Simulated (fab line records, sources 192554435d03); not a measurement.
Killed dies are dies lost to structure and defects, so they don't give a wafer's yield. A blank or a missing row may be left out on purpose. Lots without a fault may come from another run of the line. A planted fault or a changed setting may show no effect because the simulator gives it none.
fab line records | flow n5_finfet
record lots=4 wafers=12 last_day=15
route steps=1938 shown WELL_APT@21 PMOS_HMC_CHANNEL_EPI@57 BEOL_M4@1111 PASSIVATION@1936
lots that met no fault: from a run of the same line without faults
start_h: hours from the record's first day to the start of the lot's first wafer shown | wait_h: hours since the lot's step before | " the same as in the row above | L1.1+2: a row that stands for several wafers | - no value, or no start given | * or withheld: withheld | < > ~ a bound
route shown NAME@n: a module of which the file shows steps, and the number in the route of the first | usual: mean/standard deviation of fault-free wafers | same: alike in all rows | chamber/n: place in a boat | sites: the reading at each site | _std_site: their standard deviation | _edge_site: outer sites' mean less inner sites' | radius_mm: how far each site lies from the wafer's centre | mask NAME#n: copy n | behind: the tool/chamber that last shaped the wafer | hold: why the lot was held/for how many hours/how that ended | device: the transistor (n, p or np) that didn't switch | end of line: the same wafers' tests at the end of the route | a step without rows: its recipe alone | killed: dies lost to structure and defects at the first sort, not the wafer's yield | map: a wafer's dies, x killed, . not, _ none there
set.NAME: the setting as run; set.NAME@STEP: as run at that earlier step | model.NAME: the simulator's own value behind a step, which no gauge read
lots at some steps of the route; a table a step, a row a wafer
services: from which hour (start_h, from the record's first day; less than 0 if before it) a tool's chamber was out of use, for how many hours, and why
## steps
# step N5_WELL_APT_COAT_02
# recipe spin_rpm=1357 resist_thk_nm=950
# step N5_WELL_APT_EBR_04
# recipe solvent=PGMEA ebr_width_mm=1.5
# step N5_WELL_APT_SOFTBAKE_03
# recipe temp_c=130 time_s=60
# step N5_WELL_APT_EXPOSE_05
# recipe mask_id=NWELL na=0.8 source_shape=conventional sigma_outer=0.8 polarization=unpolarized defocus_nm=0 target_cd_nm=200 dose_mj=20.3
# step N5_WELL_APT_PEB_06
# recipe peb_temp_c=130 peb_time_s=90
# step N5_WELL_APT_DEVELOP_07
# recipe develop_time_s=45 rinse_liquid=surfactant_rinse dry=air_spin dev_temp_c=21
# step N5_WELL_APT_HARDBAKE_12
# recipe temp_c=130 time_s=120
# step N5_WELL_APT_DESCUM_13
# recipe chemistry=O2 time_s=7.9 source_power_w=50 bias_power_w=20 pressure_mtorr=20 rf_frequency_hz=2.712e+07 temp_c=40 o2_flow_sccm=225
# step N5_WELL_APT_IMPLANT_14
# recipe species=P energy_kev=160 dose_cm2=1.5e+13 tilt_deg=0 rotation_deg=0
# step N5_WELL_APT_IMPLANT_15
# recipe species=As energy_kev=25 dose_cm2=1.5e+13 tilt_deg=0 rotation_deg=0
# columns lot.wafer tool chamber start_h wait_h model.implant.rp_nm model.implant.drp_nm
L385.4+5+6 implanter-02 0 14.27 0.1 19.06 8.457
L387.1+2+5 implanter-01 0 26.69 0.1 18.82 8.457
L400.1+2+6 implanter-01 0 104.20 0.1 32.33 14.87
L401.1+5+6 implanter-01 0 110.76 0.1 32.84 14.87
# step N5_WELL_APT_STRIP_16
# recipe chemistry=SPM time_s=900 temp_c=130 h2so4_h2o2_vol_ratio=4 dry=ipa_marangoni
# step N5_WELL_APT_HMDS_18
# recipe time_s=60 temp_c=120
# step N5_WELL_APT_COAT_19
# recipe spin_rpm=1357 resist_thk_nm=950
# step N5_WELL_APT_EBR_21
# recipe solvent=PGMEA ebr_width_mm=1.5
# step N5_WELL_APT_SOFTBAKE_20
# recipe temp_c=130 time_s=60
# step N5_WELL_APT_EXPOSE_22
# recipe mask_id=PWELL na=0.8 source_shape=conventional sigma_outer=0.8 polarization=unpolarized defocus_nm=0 target_cd_nm=200 dose_mj=23.2
# step N5_WELL_APT_PEB_23
# recipe peb_temp_c=130 peb_time_s=90
# step N5_WELL_APT_DEVELOP_24
# recipe develop_time_s=45 rinse_liquid=surfactant_rinse dry=air_spin dev_temp_c=21
# step N5_WELL_APT_HARDBAKE_29
# recipe temp_c=130 time_s=120
# step N5_WELL_APT_DESCUM_30
# recipe chemistry=O2 time_s=7.9 source_power_w=50 bias_power_w=20 pressure_mtorr=20 rf_frequency_hz=2.712e+07 temp_c=40 o2_flow_sccm=225
# step N5_WELL_APT_IMPLANT_31
# recipe species=B energy_kev=60 dose_cm2=1.5e+13 tilt_deg=0 rotation_deg=0
# step N5_WELL_APT_IMPLANT_32
# recipe species=BF2 energy_kev=50 dose_cm2=2e+13 tilt_deg=0 rotation_deg=0
# step N5_WELL_APT_STRIP_33
# recipe chemistry=SPM time_s=900 temp_c=130 h2so4_h2o2_vol_ratio=4 dry=ipa_marangoni
# step N5_WELL_APT_RTA_34
# recipe temp_c=1000 time_s=10 ambient=N2 idle_temp_c=600 ramp_up_c_per_s=150 ramp_down_c_per_s=60 cool_to_c=600
# step N5_WELL_APT_OXIDE_STRIP_42
# recipe chemistry=dHF dilution=25:1 time_s=45 temp_c=25 target=SiO2 target_depth_a=120
# step N5_WELL_APT_PRECLEAN_36
# recipe chemistry=O3/DIW time_s=45 temp_c=22 o3_ppm=10
# step N5_WELL_APT_PRECLEAN_39
# recipe chemistry=dHF time_s=60 dilution=150:1 temp_c=25
# step N5_WELL_APT_SRD_37
# recipe dry=ipa_marangoni do_ppb=5 time_s=30 temp_c=23 rinse_liquid=diw
# step N5_WELL_APT_EPI_41
# recipe material=Si target_thk_a=500 temp_c=650 precursor=SiH4/H2 pressure_torr=20 time_s=297.7
# step N5_PMOS_HMC_CHANNEL_EPI_HM_DEP_34
# recipe material=SiO2 target_thk_a=360 temp_c=400 precursor=TEOS/O2 pressure_torr=6.5 rf_w=900 teos_flow_sccm=161.4 gas=O2 flow_sccm=2650 time_s=6.9
# step N5_PMOS_HMC_CHANNEL_EPI_COAT_31
# recipe resist=BARC temp_c=205 time_s=60 spin_rpm=1500 resist_thk_nm=66
# step N5_PMOS_HMC_CHANNEL_EPI_COAT_03
# recipe resist=CAR-ArF-block spin_rpm=1500 resist_thk_nm=205
# step N5_PMOS_HMC_CHANNEL_EPI_EBR_05
# recipe solvent=PGMEA ebr_width_mm=1.5
# step N5_PMOS_HMC_CHANNEL_EPI_SOFTBAKE_04
# recipe temp_c=110 time_s=60 resist=CAR-ArF-block
# step N5_PMOS_HMC_CHANNEL_EPI_EXPOSE_06
# recipe mask_id=PMOS_HMC_BLK na=1.35 source_shape=conventional sigma_outer=0.8 polarization=unpolarized target_cd_nm=240 dose_mj=41
# step N5_BEOL_M4_RC_MEAS_101
# usual CJ_P=5.75/0.23 DIBL_N=36.9/1.7 DIBL_P=36.7/2.1 IOFF_N=0.17/0.032 IOFF_P=0.22/0.036 ION_N=674/12 ION_P=461/7 RS_NWELL=1038/7.4 SS_N=71.7/0.6 SS_P=73.4/0.67 VT_N=249/3.1 VT_P=-250/3.2
# columns lot.wafer tool chamber start_h wait_h CJ_P DIBL_N[mV/V] DIBL_P[mV/V] IOFF_N[nA/um] IOFF_P[nA/um] ION_N[uA/um] ION_P[uA/um] RS_NWELL[ohm/sq] SS_N[mV/dec] SS_P[mV/dec] VT_N[mV] VT_P[mV]
L385.4 prober-01 0 169.98 0.5 6.05 34.7 33.9 0.12 0.16 660 450 1034 71.9 72.5 257 -253
L385.5 " 0 " " 5.74 36.5 35.9 0.15 0.18 666 452 1036 71.3 73.2 252 -253
L385.6 " 0 " " 5.92 36.2 36.0 0.15 0.19 679 462 1030 71.5 73.2 249 -253
L387.1 prober-02 0 185.74 0.0 5.68 37.0 35.6 0.16 0.17 667 455 1046 71.3 73.3 250 -253
L387.2 " 0 " " 5.34 37.5 35.7 0.17 0.17 677 452 1044 71.7 73.2 251 -257
L387.5 " 0 " " 5.28 36.3 35.5 0.15 0.16 672 453 1045 71.6 73.3 254 -258
L401.1 prober-01 0 252.85 0.0 3.81 38.0 38.1 0.18 0.21 676 462 1001 72.0 73.2 250 -250
L401.5 " 0 " " 3.85 35.6 34.6 0.12 0.15 653 445 1009 71.8 72.4 254 -256
L401.6 " 0 " " 3.83 38.3 39.0 0.18 0.22 685 462 1016 72.3 74.0 248 -251
L400.1 prober-01 0 257.08 0.0 4.01 35.7 34.3 0.15 0.20 678 463 1020 71.1 72.9 247 -249
L400.2 " 0 " " 4.08 37.6 39.0 0.20 0.31 681 473 1017 71.9 74.5 247 -245
L400.6 " 0 " " 3.99 38.5 38.0 0.21 0.27 681 464 1017 71.8 73.9 245 -245
# step N5_PASSIVATION_PROBE_49
# usual defect_limited_yield=91.7/1.5 killed_at_M0_to_M3=32/9.6 killed_at_M4_up=13/5.3 killed_at_contacts=12/6.8 killed_at_front_end=36/9.8 killed_at_other=4/3.1 killed_dies=98/17 killed_open=65/13 killed_short=32/8.5 sort_bin_5_function=4.9/0.93 sort_bin_6_memory=3.2/0.67 sort_n_pass=1082/17 sort_yield_pct=91.7/1.4
# same gross_dies=1180 killed_at_back_side=0 sort_bin_4_leakage[%]=0 sort_bin_8_speed[%]=0
# columns lot.wafer tool chamber start_h wait_h defect_limited_yield[%] killed_at_M0_to_M3 killed_at_M4_up killed_at_contacts killed_at_front_end killed_at_other killed_dies killed_open killed_short sort_bin_5_function[%] sort_bin_6_memory[%] sort_n_pass sort_yield_pct[%]
L385.4 prober-01 - 272.27 0.2 93.8 32 7 6 26 2 73 47 22 3.7 2.2 1107 93.8
L385.5 prober-01 - 272.32 0.2 93.1 29 4 12 34 2 81 46 34 4.7 1.7 1099 93.1
L385.6 prober-01 - 272.37 0.3 91.9 38 11 4 39 4 96 65 28 5.1 2.9 1084 91.9
L387.1 prober-02 - 280.34 0.0 91.9 50 5 5 31 5 96 56 38 4.2 3.7 1084 91.9
L387.2 prober-02 - 280.39 0.1 92.3 26 11 8 42 4 91 54 35 4.1 3.5 1089 92.3
L387.5 prober-02 - 280.54 0.2 89.5 42 17 9 55 1 124 71 52 6.3 4.0 1056 89.5
L401.1 prober-01 - 362.08 0.0 91.7 26 8 28 33 3 98 76 21 5.1 3.1 1082 91.7
L401.5 prober-01 - 362.28 0.2 92.2 24 17 11 39 1 92 59 29 4.1 3.5 1088 92.2
L401.6 prober-01 - 362.33 0.3 92.5 29 13 10 37 0 89 58 31 5.2 2.0 1091 92.5
# killed by level:class
L385.4 BEOL_M0_SAQP:geometric_particle:short=9 STI_FIN_REVEAL:geometric_particle:open=8 BEOL_M0_SAQP:geometric_particle:open=7 MOL_CONTACT_COAG:geometric_particle:open=6 FIN_SAQP:geometric_particle:open=5 BEOL_M3:geometric_particle:open=5 BEOL_M1:geometric_particle:open=4 BEOL_M2:geometric_particle:open=4
L385.5 BEOL_M0_SAQP:geometric_particle:short=9 BEOL_M0_SAQP:geometric_particle:open=9 MOL_CONTACT_COAG:geometric_particle:open=8 FIN_SAQP:geometric_particle:short=7 GATE_CUT:geometric_particle:short=5 BEOL_M3:geometric_particle:open=5 DUMMY_GATE:geometric_particle:open=4 MOL_CONTACT_COAG:geometric_particle:short=4
L385.6 STI_FIN_REVEAL:geometric_particle:open=11 BEOL_M0_SAQP:geometric_particle:open=10 BEOL_M1:geometric_particle:open=9 FIN_SAQP:geometric_particle:short=7 BEOL_M2:geometric_particle:open=5 MOL_CONTACT_COAG:geometric_particle:open=4 BEOL_M0_SAQP:geometric_particle:short=4 BEOL_M3:geometric_particle:short=4
L387.1 BEOL_M1:geometric_particle:open=16 BEOL_M0_SAQP:geometric_particle:short=14 BEOL_M0_SAQP:geometric_particle:open=9 GATE_CUT:geometric_particle:short=5 MOL_CONTACT_COAG:geometric_particle:open=5 FIN_SAQP:geometric_particle:short=4 DUMMY_GATE:geometric_particle:open=4 BEOL_M3:geometric_particle:open=4
L387.2 STI_FIN_REVEAL:geometric_particle:open=10 GATE_CUT:geometric_particle:short=7 BEOL_M1:geometric_particle:open=7 STI_FIN_REVEAL:geometric_particle:short=5 MOL_CONTACT_COAG:geometric_particle:open=5 BEOL_M0_SAQP:geometric_particle:short=5 BEOL_M0_SAQP:geometric_particle:open=4 BEOL_M4:geometric_particle:open=4
L387.5 STI_FIN_REVEAL:geometric_particle:open=15 BEOL_M0_SAQP:geometric_particle:short=15 BEOL_M3:geometric_particle:open=10 FIN_SAQP:geometric_particle:short=9 BEOL_M0_SAQP:geometric_particle:open=9 MOL_CONTACT_COAG:geometric_particle:open=8 GATE_CUT:geometric_particle:short=5 BEOL_M8:geometric_particle:open=5
L401.1 MOL_CONTACT_COAG:geometric_particle:open=24 FIN_SAQP:geometric_particle:open=10 BEOL_M3:geometric_particle:open=7 GATE_CUT:geometric_particle:open=5 BEOL_M0_SAQP:geometric_particle:short=5 BEOL_M2:geometric_particle:open=5 STI_FIN_REVEAL:geometric_particle:open=4 MOL_CONTACT_COAG:geometric_particle:short=4
L401.5 MOL_CONTACT_COAG:geometric_particle:open=10 FIN_SAQP:geometric_particle:open=9 BEOL_M3:geometric_particle:open=9 BEOL_M4:geometric_particle:open=7 FIN_SAQP:geometric_particle:short=5 STI_FIN_REVEAL:geometric_particle:open=5 GATE_CUT:geometric_particle:open=5 BEOL_M0_SAQP:geometric_particle:short=3
L401.6 DUMMY_GATE:geometric_particle:open=8 MOL_CONTACT_COAG:geometric_particle:open=8 BEOL_M0_SAQP:geometric_particle:short=7 STI_FIN_REVEAL:geometric_particle:open=7 BEOL_M0_SAQP:geometric_particle:open=6 BEOL_M3:geometric_particle:open=6 GATE_CUT:geometric_particle:short=5 STARTING-WAFER:geometric_particle:short=4
## services
# columns tool chamber start_h hours kind
implanter-02 - 47.37 3.0 pm
implanter-02 - 91.78 0.7 repair
## key
first_sign step=N5_BEOL_M4_RC_MEAS_101 reading=CJ_P direction=down sigmas=8 usual=5.75 struck=3.93
effect step=N5_BEOL_M4_RC_MEAS_101 reading=RS_NWELL direction=down sigmas=3.3 usual=1038 struck=1013
model_effect step=N5_WELL_APT_IMPLANT_15 value=implant.rp_nm without=18.77 struck=32.59
met_at N5_WELL_APT_IMPLANT_15
struck_wafers L400.1,L400.2,L400.6,L401.1,L401.5,L401.6
onset_between 26.69 104.20
also_fits time
fault kind=wrong_recipe_download tool=implanter-01,implanter-02 chamber=- onset_h=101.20 steps=N5_WELL_APT_IMPLANT_15 wrong_recipe.not_listed=1
